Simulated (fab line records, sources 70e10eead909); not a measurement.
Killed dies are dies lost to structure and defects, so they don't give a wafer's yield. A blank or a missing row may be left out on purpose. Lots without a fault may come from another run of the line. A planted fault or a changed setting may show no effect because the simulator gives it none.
fab line records | flow nand_harc
record lots=24 wafers=72 last_day=34
route steps=1302 shown P_STI@89 P_GATE@132 P_CONTACT@234
lots that met no fault: from a run of the same line without faults
start_h: hours from the record's first day to the start of the lot's first wafer shown | wait_h: hours since the lot's step before | " the same as in the row above | L1.1+2: a row that stands for several wafers | - no value, or no start given | * or withheld: withheld | < > ~ a bound
route shown NAME@n: a module of which the file shows steps, and the number in the route of the first | usual: mean/standard deviation of fault-free wafers | same: alike in all rows | chamber/n: place in a boat | sites: the reading at each site | _std_site: their standard deviation | _edge_site: outer sites' mean less inner sites' | radius_mm: how far each site lies from the wafer's centre | mask NAME#n: copy n | behind: the tool/chamber that last shaped the wafer | hold: why the lot was held/for how many hours/how that ended | device: the transistor (n, p or np) that didn't switch | end of line: the same wafers' tests at the end of the route | a step without rows: its recipe alone | killed: dies lost to structure and defects at the first sort, not the wafer's yield | map: a wafer's dies, x killed, . not, _ none there
set.NAME: the setting as run; set.NAME@STEP: as run at that earlier step | model.NAME: the simulator's own value behind a step, which no gauge read
steps of the route over a sample of lots; a table a step, a row a wafer
services: from which hour (start_h, from the record's first day; less than 0 if before it) a tool's chamber was out of use, for how many hours, and why
## steps
# step NHARC_P_STI_ETCH_31
# recipe target_depth_a=1089 time_s=54.5 cf4_flow_sccm=100 chf3_flow_sccm=30 ar_flow_sccm=0 rf_w=500 bias_w=200 chemistry=CF4/CHF3
# usual drypump_motor_current_A=5.7/0.35 oes_product_au=0.962/0.017 rf_vpp_V=370.4/1.8 showerhead_plenum_p_Torr=1.57/0.051 throttle_valve_pct=16.803/0.0087
# columns lot.wafer tool chamber start_h wait_h drypump_motor_current_A oes_product_au rf_hours_counter_h rf_vpp_V showerhead_plenum_p_Torr throttle_valve_pct
L074.2 rie_diel-13 1 - - 5.6 0.968 3 372.6 1.64 16.794
L074.4 " 2 " " 5.6 0.952 3 368.1 1.48 16.812
L074.6 " 1 " " 5.6 0.970 - 373.2 1.65 16.799
L075.2 rie_diel-10 1 - - 5.6 0.966 8 370.8 1.52 16.779
L075.4 " 2 " " 5.1 0.971 8 370.1 1.56 16.820
L075.6 " 1 " " 5.6 0.963 - 369.3 1.52 16.807
L076.4 rie_diel-10 0 - - 6.0 0.967 9 369.6 1.55 16.804
L076.3 " 1 " " 5.6 0.991 9 368.2 1.52 16.802
L076.1 " 2 " " 5.1 0.994 8 370.6 1.56 16.807
L077.2 rie_diel-04 3 - - 5.3 0.976 7 372.7 1.63 16.809
L077.1 " 1 " " 5.4 0.966 7 368.3 1.51 16.797
L077.4 " 0 " " 5.9 0.960 - 370.2 1.54 16.795
L078.1 rie_diel-10 0 - - 6.0 0.969 1 369.9 1.55 16.806
L078.4 " 1 " " 5.6 0.973 1 369.1 1.52 16.809
L078.6 " 3 " " 6.2 0.952 - 369.2 1.53 16.800
L079.1 rie_diel-04 3 - - 5.3 0.967 9 371.7 1.63 16.797
L079.2 " 1 " " 5.4 0.952 9 367.6 1.51 16.808
L079.6 " 0 " " 5.9 0.957 - 369.3 1.54 16.802
L080.1 rie_diel-13 0 - - 6.0 0.961 6 373.8 1.69 16.811
L080.4 " 1 " " 5.6 0.961 7 372.8 1.64 16.807
L080.6 " 0 " " 6.0 0.966 - 375.3 1.68 16.797
L081.2 rie_diel-10 0 - - 6.1 0.969 2 370.1 1.55 16.807
L081.4 " 1 " " 5.6 0.959 2 369.5 1.52 16.800
L081.6 " 1 " " 5.6 0.968 - 369.3 1.52 16.811
L082.4 rie_diel-04 2 - - 5.6 0.983 7 370.6 1.59 16.807
L082.1 " 1 " " 5.4 0.973 12 368.9 1.51 16.800
L082.5 " 2 " " 5.6 0.985 - 371.2 1.59 16.811
L083.2 rie_diel-10 2 - - 5.1 0.980 3 369.1 1.56 16.809
L083.1 " 0 " " 6.0 0.970 3 370.6 1.55 16.808
L083.5 " 2 " " 5.1 0.987 - 369.4 1.56 16.810
L084.2 rie_diel-04 0 - - 5.9 0.956 14 368.3 1.54 16.814
L084.1 " 1 " " 5.4 0.949 14 370.1 1.51 16.807
L084.6 " 0 " " 5.9 0.943 - 371.2 1.54 16.817
L085.1 rie_diel-10 1 - - 5.6 0.929 3 370.4 1.52 16.802
L085.2 " 3 " " 6.3 0.930 4 369.6 1.53 16.790
L085.5 " 1 " " 5.6 0.939 - 370.4 1.52 16.803
L086.1 rie_diel-10 1 - - 5.7 0.969 4 368.8 1.52 16.799
L086.4 " 2 " " 5.1 0.969 5 370.3 1.56 16.814
L086.5 " 3 " " 6.3 0.964 - 368.3 1.53 16.802
L087.1 rie_diel-10 1 - - 5.6 0.933 4 368.5 1.52 16.788
L087.2 " 0 " " 6.1 0.946 5 371.6 1.55 16.800
L087.6 " 1 " " 5.7 0.932 - 369.4 1.52 16.819
L088.2 rie_diel-10 1 - - 5.7 0.956 5 368.0 1.52 16.814
L088.4 " 2 " " 5.1 0.991 6 371.4 1.56 16.801
L088.6 " 3 " " 6.3 0.977 - 368.3 1.53 16.795
L089.1 rie_diel-04 0 - - 5.9 0.965 0 369.5 1.54 16.814
L089.3 " 1 " " 5.4 0.972 0 367.4 1.51 16.791
L089.6 " 1 " " 5.4 0.988 - 368.9 1.51 16.796
L090.1 rie_diel-04 2 - - 5.7 0.959 2 371.6 1.59 16.795
L090.3 " 3 " " 5.3 0.977 2 373.6 1.63 16.808
L090.6 " 3 " " 5.3 0.983 - 374.9 1.63 16.796
L091.1 rie_diel-04 2 - - 5.6 0.939 3 369.7 1.59 16.788
L091.4 " 2 " " 5.7 0.942 - 371.1 1.59 16.818
L091.6 " 3 " " 5.3 0.933 - 371.6 1.63 16.793
L092.4 rie_diel-13 1 - - 5.6 0.946 3 373.1 1.64 16.782
L092.3 " 2 " " 5.6 0.936 3 367.6 1.48 16.791
L092.6 " 0 " " 6.0 0.942 - 373.1 1.68 16.806
L093.4 rie_diel-10 2 - - 5.1 0.968 10 370.5 1.56 16.792
L093.1 " 3 " " 6.2 0.969 10 367.8 1.53 16.804
L093.3 " 1 " " 5.6 0.961 8 367.9 1.52 16.809
L094.3 rie_diel-04 0 - - 5.9 0.975 4 367.7 1.54 16.821
L094.6 " 3 " " 5.3 0.964 - 372.2 1.63 16.806
L094.5 " 0 " " 5.9 0.972 - 369.5 1.54 16.798
L095.1 rie_diel-13 3 - - 6.1 0.970 4 371.0 1.57 16.792
L095.2 " 0 " " 6.0 0.964 5 373.2 1.68 16.809
L095.3 " 1 " " 5.7 0.975 6 373.3 1.64 16.808
L096.2 rie_diel-13 3 - - 6.1 0.972 5 371.1 1.57 16.811
L096.4 " 0 " " 6.0 0.971 - 374.0 1.68 16.800
L096.6 " 1 " " 5.6 0.985 - 373.3 1.64 16.806
L097.4 rie_diel-10 2 - - 5.1 0.924 1 371.3 1.56 16.804
L097.6 " 0 " " 6.0 0.925 - 369.0 1.55 16.803
L097.5 " 1 " " 5.6 0.921 - 369.3 1.52 16.791
# step NHARC_P_GATE_DEP_103
# recipe target_thk_a=300 target_thk_nm=30 temp_c=400 flow_sccm=200 rf_w=350 material=SiON
# usual heater_power_w=741/71
# columns lot.wafer tool chamber start_h wait_h heater_power_w
L075.2 pecvd-02 0 102.30 0.4 666
L075.6 " 0 " " 643
L075.4 " 1 " " 713
L074.2 pecvd-04 2 102.32 0.5 809
L074.4 " 1 " " 611
L074.6 " 2 " " 803
L076.1 pecvd-03 2 114.25 0.6 704
L076.3 " 0 " " 827
L076.4 " 1 " " 754
L077.1 pecvd-03 2 127.17 0.6 812
L077.2 " 0 " " 824
L077.4 " 2 " " 776
L078.1 pecvd-02 0 136.86 0.6 811
L078.6 " 1 " " 785
L078.4 " 2 " " 650
L079.2 pecvd-04 2 145.56 0.5 774
L079.1 " 0 " " 682
L079.6 " 1 " " 723
L080.1 pecvd-04 0 161.29 0.6 746
L080.6 " 2 " " 749
L080.4 " 0 " " 743
L081.2 pecvd-04 2 170.08 0.5 853
L081.6 " 1 " " 672
L081.4 " 2 " " 871
L082.1 pecvd-02 1 176.66 0.6 783
L082.4 " 1 " " 797
L082.5 " 2 " " 613
L083.1 pecvd-04 1 200.90 0.6 630
L083.2 " 2 " " 868
L083.5 " 0 " " 742
L084.2 pecvd-04 2 204.82 0.5 839
L084.1 " 0 " " 716
L084.6 " 0 " " 700
L085.2 pecvd-03 1 209.24 0.6 751
L085.1 " 2 " " 815
L085.5 " 0 " " 891
L086.1 pecvd-02 0 219.71 0.6 737
L086.4 " 0 " " 739
L086.5 " 2 " " 653
L087.1 pecvd-04 2 228.36 0.6 856
L087.2 " 1 " " 712
L087.6 " 1 " " 703
L088.2 pecvd-02 2 240.34 0.5 721
L088.4 " 0 " " 809
L088.6 " 1 " " 776
L089.3 pecvd-04 0 251.46 0.4 684
L089.1 " 1 " " 679
L089.6 " 1 " " 668
L090.3 pecvd-04 1 261.12 0.3 697
L090.1 " 2 " " 847
L090.6 " 0 " " 736
L091.1 pecvd-04 1 267.26 0.6 636
L091.4 " 1 " " 637
L091.6 " 2 " " 791
L092.3 pecvd-04 1 286.27 0.3 701
L092.4 " 2 " " 820
L092.6 " 0 " " 673
L093.1 pecvd-04 0 293.66 0.6 687
L093.3 " 1 " " 711
L093.4 " 2 " " 779
L094.3 pecvd-03 2 299.46 0.4 725
L094.6 " 0 " " 862
L094.5 " 1 " " 750
L095.2 pecvd-04 1 309.72 0.5 662
L095.3 " 2 " " 753
L095.1 " 0 " " 731
L096.2 pecvd-04 0 314.61 0.5 679
L096.4 " 1 " " 658
L096.6 " 0 " " 708
L097.5 pecvd-02 0 329.08 0.2 788
L097.6 " 1 " " 813
L097.4 " 2 " " 605
# step NHARC_P_GATE_INSPECT_28
# usual raw_defect_count=6.2/2.9
# columns lot.wafer tool chamber start_h wait_h raw_defect_count
L074.2 defect_inspect-01 - 102.97 0.0 3
L074.4 " - " " 3
L074.6 " - " " 10
L075.2 defect_inspect-02 - 103.13 0.0 5
L075.4 " - " " 8
L075.6 " - " " 5
L076.1 defect_inspect-02 - 114.96 0.0 9
L076.3 " - " " 2
L076.4 " - " " 5
L077.1 defect_inspect-01 - 127.97 0.0 7
L077.2 " - " " 7
L077.4 " - " " 7
L078.1 defect_inspect-02 - 137.48 0.0 10
L078.4 " - " " 10
L078.6 " - " " 2
L079.1 defect_inspect-02 - 146.34 0.0 3
L079.2 " - " " 4
L079.6 " - " " 5
L080.1 defect_inspect-01 - 162.04 0.0 4
L080.4 " - " " 5
L080.6 " - " " 4
L081.2 defect_inspect-01 - 170.86 0.0 6
L081.4 " - " " 2
L081.6 " - " " 3
L082.1 defect_inspect-02 - 177.47 0.0 2
L082.4 " - " " 4
L082.5 " - " " 5
L083.1 defect_inspect-01 - 201.58 0.0 7
L083.2 " - " " 7
L083.5 " - " " 10
L084.1 defect_inspect-01 - 205.47 0.0 3
L084.2 " - " " 2
L084.6 " - " " 2
L085.1 defect_inspect-01 - 209.91 0.0 5
L085.2 " - " " 11
L085.5 " - " " 4
L086.1 defect_inspect-01 - 220.52 0.0 2
L086.4 " - " " 3
L086.5 " - " " 7
L087.1 defect_inspect-02 - 229.16 0.0 0
L087.2 " - " " 5
L087.6 " - " " 3
L088.2 defect_inspect-01 - 241.02 0.0 6
L088.4 " - " " 7
L088.6 " - " " 4
L089.1 defect_inspect-02 - 252.11 0.0 10
L089.3 " - " " 7
L089.6 " - " " 4
L090.1 defect_inspect-02 - 261.80 0.0 7
L090.3 " - " " 5
L090.6 " - " " 8
L091.1 defect_inspect-02 - 268.03 0.0 5
L091.4 " - " " 9
L091.6 " - " " 4
L092.3 defect_inspect-02 - 287.07 0.0 9
L092.4 " - " " 7
L092.6 " - " " 8
L093.1 defect_inspect-02 - 294.30 0.0 9
L093.3 " - " " 2
L093.4 " - " " 11
L094.3 defect_inspect-01 - 300.21 0.0 9
L094.5 " - " " 6
L094.6 " - " " 6
L095.1 defect_inspect-01 - 310.41 0.0 13
L095.2 " - " " 5
L095.3 " - " " 6
L096.2 defect_inspect-02 - 315.23 0.0 8
L096.4 " - " " 4
L096.6 " - " " 2
L097.4 defect_inspect-02 - 329.80 0.0 5
L097.5 " - " " 12
L097.6 " - " " 5
# step NHARC_P_GATE_CD_MEAS_33
# usual cd_nm=119.7/1.7
# columns lot.wafer tool chamber start_h wait_h cd_nm
L074.2 cd_sem-01 - 103.85 - 118.4
L074.4 " - " " 120.5
L074.6 " - " " 120.5
L075.2 cd_sem-02 - 103.99 - 118.2
L075.4 " - " " 119.7
L075.6 " - " " 119.9
L076.1 cd_sem-01 - 115.82 - 118.6
L076.3 " - " " 119.2
L076.4 " - " " 118.4
L077.1 cd_sem-03 - 128.83 - 117.9
L077.2 " - " " 118.3
L077.4 " - " " 118.2
L078.1 cd_sem-01 - 138.43 0.2 118.8
L078.4 " - " " 119.6
L078.6 " - " " 119.2
L079.1 cd_sem-02 - 147.63 - 118.4
L079.2 " - " " 118.1
L079.6 " - " " 117.3
L080.1 cd_sem-03 - 162.89 - 118.7
L080.4 " - " " 117.0
L080.6 " - " " 119.5
L081.2 cd_sem-03 - 172.15 - 117.5
L081.4 " - " " 116.5
L081.6 " - " " 117.0
L082.1 cd_sem-03 - 178.33 - 122.4
L082.4 " - " " 122.2
L082.5 " - " " 120.6
L083.1 cd_sem-01 - 202.47 - 121.6
L083.2 " - " " 119.7
L083.5 " - " " 120.3
L084.1 cd_sem-03 - 206.36 - 124.3
L084.2 " - " " 122.1
L084.6 " - " " 121.5
L085.1 cd_sem-01 - 210.77 - 118.6
L085.2 " - " " 118.0
L085.5 " - " " 120.7
L086.1 cd_sem-01 - 221.70 - 117.8
L086.4 " - " " 116.6
L086.5 " - " " 118.4
L087.1 cd_sem-03 - 230.02 - 120.2
L087.2 " - " " 118.5
L087.6 " - " " 118.8
L088.2 cd_sem-03 - 241.91 - 120.5
L088.4 " - " " 122.1
L088.6 " - " " 124.2
L089.1 cd_sem-01 - 252.96 - 121.4
L089.3 " - " " 122.1
L089.6 " - " " 118.1
L090.1 cd_sem-02 - 262.66 - 121.5
L090.3 " - " " 121.1
L090.6 " - " " 117.7
L091.1 cd_sem-02 - 268.89 - 121.3
L091.4 " - " " 117.9
L091.6 " - " " 118.8
L092.3 cd_sem-01 - 287.95 - 119.9
L092.4 " - " " 121.6
L092.6 " - " " 120.2
L093.1 cd_sem-02 - 295.17 - 121.1
L093.3 " - " " 120.4
L093.4 " - " " 118.0
L094.3 cd_sem-03 - 301.10 0.1 121.5
L094.5 " - " " 121.0
L094.6 " - " " 119.5
L095.1 cd_sem-01 - 311.27 - 119.9
L095.2 " - " " 118.6
L095.3 " - " " 119.0
L096.2 cd_sem-02 - 316.09 - 121.0
L096.4 " - " " 122.3
L096.6 " - " " 122.1
L097.4 cd_sem-01 - 330.73 - 122.1
L097.5 " - " " 121.3
L097.6 " - " " 121.0
# step NHARC_P_CONTACT_INSPECT_14
# usual raw_defect_count=3.6/2.1
# columns lot.wafer tool chamber start_h wait_h raw_defect_count
L074.2 defect_inspect-02 - 123.23 0.0 4
L074.4 " - " " 3
L074.6 " - " " 5
L075.2 defect_inspect-01 - 123.41 0.0 2
L075.4 " - " " 7
L075.6 " - " " 5
L076.1 defect_inspect-01 - 134.78 0.0 4
L076.3 " - " " 3
L076.4 " - " " 4
L077.1 defect_inspect-02 - 147.78 0.0 0
L077.2 " - " " 4
L077.4 " - " " 2
L078.1 defect_inspect-01 - 157.73 0.0 7
L078.4 " - " " 6
L078.6 " - " " 2
L079.1 defect_inspect-02 - 166.84 0.0 5
L079.2 " - " " 1
L079.6 " - " " 6
L080.1 defect_inspect-02 - 182.31 0.0 5
L080.4 " - " " 2
L080.6 " - " " 7
L081.2 defect_inspect-01 - 191.04 0.0 2
L081.4 " - " " 3
L081.6 " - " " 3
L082.1 defect_inspect-02 - 197.35 0.0 4
L082.4 " - " " 3
L082.5 " - " " 5
L083.1 defect_inspect-02 - 221.79 0.0 6
L083.2 " - " " 5
L083.5 " - " " 6
L084.1 defect_inspect-01 - 225.78 0.0 1
L084.2 " - " " 1
L084.6 " - " " 3
L085.1 defect_inspect-01 - 230.18 0.0 5
L085.2 " - " " 3
L085.5 " - " " 4
L086.1 defect_inspect-01 - 240.78 0.0 3
L086.4 " - " " 4
L086.5 " - " " 1
L087.1 defect_inspect-01 - 249.15 0.0 2
L087.2 " - " " 9
L087.6 " - " " 7
L088.2 defect_inspect-02 - 261.47 0.0 3
L088.4 " - " " 3
L088.6 " - " " 4
L089.1 defect_inspect-02 - 272.12 0.0 7
L089.3 " - " " 9
L089.6 " - " " 3
L090.1 defect_inspect-02 - 282.15 0.0 3
L090.3 " - " " 3
L090.6 " - " " 5
L091.1 defect_inspect-01 - 287.86 0.0 9
L091.4 " - " " 1
L091.6 " - " " 2
L092.3 defect_inspect-01 - 307.14 0.0 2
L092.4 " - " " 0
L092.6 " - " " 4
L093.1 defect_inspect-02 - 314.50 0.0 1
L093.3 " - " " 5
L093.4 " - " " 6
L094.3 defect_inspect-01 - 320.25 0.0 3
L094.5 " - " " 4
L094.6 " - " " 4
L095.1 defect_inspect-02 - 330.15 0.0 7
L095.2 " - " " 4
L095.3 " - " " 5
L096.2 defect_inspect-01 - 337.08 0.0 8
L096.4 " - " " 2
L096.6 " - " " 0
L097.4 defect_inspect-02 - 349.89 0.0 2
L097.5 " - " " 1
L097.6 " - " " 5
# step NHARC_P_CONTACT_ETCH_18
# recipe target_depth_a=4810 time_s=240.5 c4f8_flow_sccm=20 o2_flow_sccm=10 ar_flow_sccm=withheld rf_w=600 bias_w=1500 chemistry=C4F8/O2/Ar
# usual oes_product_au=0.965/0.017 rf_vpp_V=976/5.8
# columns lot.wafer tool chamber start_h wait_h oes_product_au rf_hours_counter_h rf_vpp_V
L074.2 rie_diel-09 1 - - 0.945 8.4 984
L074.4 " 2 " " 0.929 8.2 970
L074.6 " 0 " " 0.925 - 976
L075.4 rie_diel-05 1 - - 0.982 1.4 973
L075.2 " 2 " " 0.995 1.3 984
L075.6 " 1 " " 0.968 - 970
L076.1 rie_diel-09 0 - - 0.981 8.1 975
L076.3 " 1 " " 0.970 8.8 983
L076.4 " 2 " " 0.968 8.7 969
L077.2 rie_diel-07 0 - - 0.969 0.5 987
L077.1 " 1 " " 0.952 0.5 973
L077.4 " 3 " " 0.987 0.5 986
L078.4 rie_diel-09 1 - - 0.955 0.2 983
L078.1 " 2 " " 0.961 0.2 969
L078.6 " 2 " " 0.958 - 968
L079.2 rie_diel-05 2 - - 0.954 2.3 984
L079.1 " 3 " " 0.948 2.6 974
L079.6 " 0 " " 0.940 - 969
L080.4 rie_diel-09 1 - - 0.962 2.1 983
L080.1 " 2 " " 0.968 2.3 969
L080.6 " 2 " " 0.967 - 970
L081.2 rie_diel-05 0 - - 0.955 3.5 968
L081.4 " 0 " " 0.957 - 971
L081.6 " 1 " " 0.972 - 972
L082.4 rie_diel-09 2 - - 0.973 2.9 968
L082.1 " 3 " " 0.973 3.0 978
L082.5 " 2 " " 0.967 - 968
L083.2 rie_diel-07 1 - - 0.964 2.0 973
L083.1 " 2 " " 0.966 2.0 975
L083.5 " 1 " " 0.956 - 973
L084.1 rie_diel-05 0 - - 0.961 4.7 970
L084.2 " 1 " " 0.980 4.2 972
L084.6 " 0 " " 0.960 - 970
L085.1 rie_diel-07 3 - - 0.955 2.6 986
L085.2 " 0 " " 0.936 2.4 985
L085.5 " 1 " " 0.950 - 973
L086.4 rie_diel-07 1 - - 0.977 2.9 972
L086.1 " 2 " " 0.961 3.1 975
L086.5 " 3 " " 0.970 - 985
L087.1 rie_diel-09 0 - - 0.966 4.9 974
L087.2 " 1 " " 0.960 5.1 983
L087.6 " 2 " " 0.975 - 969
L088.2 rie_diel-09 2 - - 0.974 6.6 968
L088.4 " 3 " " 0.954 7.5 980
L088.6 " 1 " " 0.966 - 982
L089.3 rie_diel-05 1 - - 0.960 0.8 971
L089.1 " 2 " " 0.967 0.8 985
L089.6 " 0 " " 0.953 - 970
L090.1 rie_diel-09 0 - - 0.958 7.3 976
L090.3 " 1 " " 0.960 7.3 983
L090.6 " 3 " " 0.970 - 979
L091.4 rie_diel-09 2 - - 0.982 8.3 968
L091.1 " 1 " " 0.965 7.6 984
L091.6 " 2 " " 0.980 - 969
L092.3 rie_diel-09 0 - - 0.974 8.8 974
L092.4 " 1 " " 0.970 8.8 982
L092.6 " 0 " " 0.984 - 974
L093.3 rie_diel-07 2 - - 0.966 0.4 976
L093.1 " 3 " " 0.964 0.3 984
L093.4 " 0 " " 0.980 0.3 986
L094.3 rie_diel-05 0 320.84 - 0.997 2.1 970
L094.5 " 0 " " 0.993 - 970
L094.6 " 1 " " 1.001 - 973
L095.2 rie_diel-09 0 - - 0.963 0.2 975
L095.3 " 1 " " 0.978 0.3 982
L095.1 " 3 " " 0.969 0.2 979
L096.4 rie_diel-05 1 - - 0.921 2.7 972
L096.2 " 3 " " 0.927 2.6 975
L096.6 " 1 " " 0.926 - 973
L097.4 rie_diel-09 1 - - 0.960 1.8 984
L097.6 " 1 " " 0.966 - 981
L097.5 " 2 " " 0.951 - 970
## services
# columns tool chamber start_h hours kind
rie_diel-10 1 35.99 6.1 repair
rie_diel-04 2 53.99 19.9 repair
rie_diel-10 - 65.50 9.0 pm
pecvd-04 - 88.16 13.0 pm
rie_diel-04 2 91.81 4.7 repair
pecvd-04 2 112.61 3.7 repair
rie_diel-04 - 129.06 0.9 repair
rie_diel-09 - 143.39 9.0 pm
rie_diel-04 0 144.04 2.7 repair
rie_diel-04 3 146.45 7.3 repair
pecvd-04 0 149.73 5.7 repair
rie_diel-09 0 165.49 4.0 repair
rie_diel-04 - 178.27 9.0 pm
rie_diel-09 2 189.90 5.2 repair
rie_diel-10 0 206.57 8.4 repair
rie_diel-04 0 211.86 3.5 repair
rie_diel-10 - 215.92 0.5 repair
rie_diel-10 - 242.50 9.0 pm
pecvd-04 - 242.76 3.0 repair
pecvd-04 - 269.26 13.0 pm
pecvd-04 - 288.88 0.5 repair
rie_diel-09 - 320.39 9.0 pm
pecvd-04 2 326.60 9.6 repair
rie_diel-10 - 349.07 0.6 repair
## key
fault none
